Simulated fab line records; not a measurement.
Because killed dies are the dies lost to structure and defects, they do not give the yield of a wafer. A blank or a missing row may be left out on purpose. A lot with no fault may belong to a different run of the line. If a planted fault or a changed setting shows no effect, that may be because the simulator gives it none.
Matching of chambers ; flow n5Finfet ; pecvd-01 running N5_BEOL_M13_DEP_53: 3 sister chambers
The step deposits SiCN from 3MS/NH3, target thk 50 nm, time 17.8 s. 6 wafers are shown with their chamber, then 10 later ones without.

== WAFERS, EACH WITH ITS CHAMBER ==
wafer;chamber;throttleValvePct (%);showerheadPlenumPTorr (Torr)
L082.5;1;19.1;4.153
L088.3;1;18.8;4.158
L090.1;0;18.7;4.188
L090.5;0;18.2;4.189
L089.1;2;16.9;4.169
L089.4;2;17.0;4.166

== WAFERS WITH NO CHAMBER GIVEN ==
wafer;throttleValvePct (%);showerheadPlenumPTorr (Torr)
L089.6;19.0;4.164
L095.3;18.7;4.192
L095.5;19.0;4.156
L095.6;18.6;4.201
L094.1;18.9;4.164
L094.5;18.5;4.193
L094.6;19.0;4.148
L097.2;18.3;4.180
L097.4;18.6;4.189
L097.6;19.2;4.149

== WHICH CHAMBER EACH WENT THROUGH ==
wafer;from the rows above;in truth
L089.6;1;1
L095.3;0;0
L095.5;1;1
L095.6;0;0
L094.1;1;1
L094.5;0;0
L094.6;1;1
L097.2;0;0
L097.4;0;0
L097.6;1;1
Placed correctly: 10 of 10. Number that these rows cannot place: 0. Number placed wrongly: 0.
How it was worked out, from the rows above alone: a wafer's distance from a chamber is the root of the sum, over the readings, of the square of ((its reading less the chamber's mean) divided by the reading's scatter). The wafer belongs to the nearest chamber; if the next one is less than 2 further off, it can't be placed. The mean given for a chamber averages the wafers shown for that chamber. How the scatter is found: for the shown wafers, subtract from each reading the mean of its chamber, square and add these, divide the total by (wafers less chambers), then take the root.
